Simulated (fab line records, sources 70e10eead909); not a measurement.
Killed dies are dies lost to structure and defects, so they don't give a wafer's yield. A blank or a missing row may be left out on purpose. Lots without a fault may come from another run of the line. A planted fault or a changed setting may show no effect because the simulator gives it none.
Problem report in the 8D (eight disciplines) form, filled by code | flow nand_harc | the parts of the form that need people (team, actions taken, sign-off) are left out

1. THE PROBLEM
raw_defect_count at NHARC_P_GATE_INSPECT_68 reads a mean of 971 on 1 wafer of 1 lot; wafers without a fault read 195 with a standard deviation of 62. That is +13 standard deviations from the usual mean.
First seen on wafer L493.5, day 13 18:49, on defect_inspect-01. The record holds 36 wafers of 12 lots with a number at this step. Rule for "out", or "out of limits": more than 4 standard deviations from the usual mean. The other wafers with a number count as sound.

2. WHAT IT IS AND WHAT IT IS NOT
question                    | is                | is not
which readings at this step | raw_defect_count  | -
which lots                  | L493              | L475, L477, L478, L479, L480, L481, L482, L483, L484, L485, L489
which wafers of those lots  | L493.5            | L493.4, L493.6
read on which gauges        | defect_inspect-01 | defect_inspect-02
when                        | from day 13 18:49 | up to then (35 sound wafers)

3. SUSPECTS, AND WHAT RULES EACH OUT
Counting: a tool at a process step up to the reading stays a suspect if it ran every lot that is out. Sound lots after the first of them don't rule it out here, since some wafers of a struck lot are sound.
- the gauge at NHARC_P_GATE_INSPECT_68: ruled out. All the wafers that are out were read on defect_inspect-01, but those of them that NHARC_END_SORT_01 has rows for are out there too, on other tools.
- rie_si-02 at NHARC_P_GATE_ETCH_32 (etches the open film in HBr/Cl2, target depth 150 nm, time 100.1 s): kept. It ran the lot that is out, L493 (day 13 00:56); its last sound lot up to then is L484 (day 9 11:20).
- plasma_asher-01 at NHARC_P_GATE_STRIP_112 (strips in N2/H2, time 200 s): kept. It ran the lot that is out, L493 (day 13 14:50); its last sound lot up to then is L489 (day 11 20:41).
- Within rie_si-02 at NHARC_P_GATE_ETCH_32: the wafers that are out ran in chamber 1; their sound lot-mates ran in chambers 0, 2.
Left after counting: rie_si-02 at NHARC_P_GATE_ETCH_32, plasma_asher-01 at NHARC_P_GATE_STRIP_112.

4. THE CAUSE (what the simulator had put in)
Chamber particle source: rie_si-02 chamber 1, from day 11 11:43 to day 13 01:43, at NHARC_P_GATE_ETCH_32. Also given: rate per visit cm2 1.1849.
Counting left 2 suspects, and this tool is among them.

5. THE CHAIN OF EFFECTS, in route order
Each row: a reading whose mean over the struck wafers that have a number lies more than 3 standard deviations from the usual. Only readings for which the record gives a usual standard deviation are gone through. hours: the time from each lot's start at the first step in this table that gives one to its start at this step, as a median over the lots. sigmas: the change in usual standard deviations.
hours | step                    | reading             | usual | on struck wafers | change | sigmas
0     | NHARC_P_GATE_INSPECT_68 | raw_defect_count    | 195   | 971              | +776   | +13
450   | NHARC_END_SORT_01       | killed_at_periphery | 3.8   | 81.0             | +77.2  | +32

6. WHAT WOULD HAVE CAUGHT IT SOONER
In this record the first reading out of limits at a measuring or inspecting step was taken at day 13 18:49, 55 hours after the fault began at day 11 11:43.
Of the tool readings at NHARC_P_GATE_ETCH_32 for which the record gives a usual standard deviation, none was out on any struck wafer, so an alarm limit of 4 standard deviations on them would not have fired.
All the lots that are out (1) had begun NHARC_P_GATE_ETCH_32 on rie_si-02 by day 13 18:49. A hold on the tool at that time would have spared none of them.
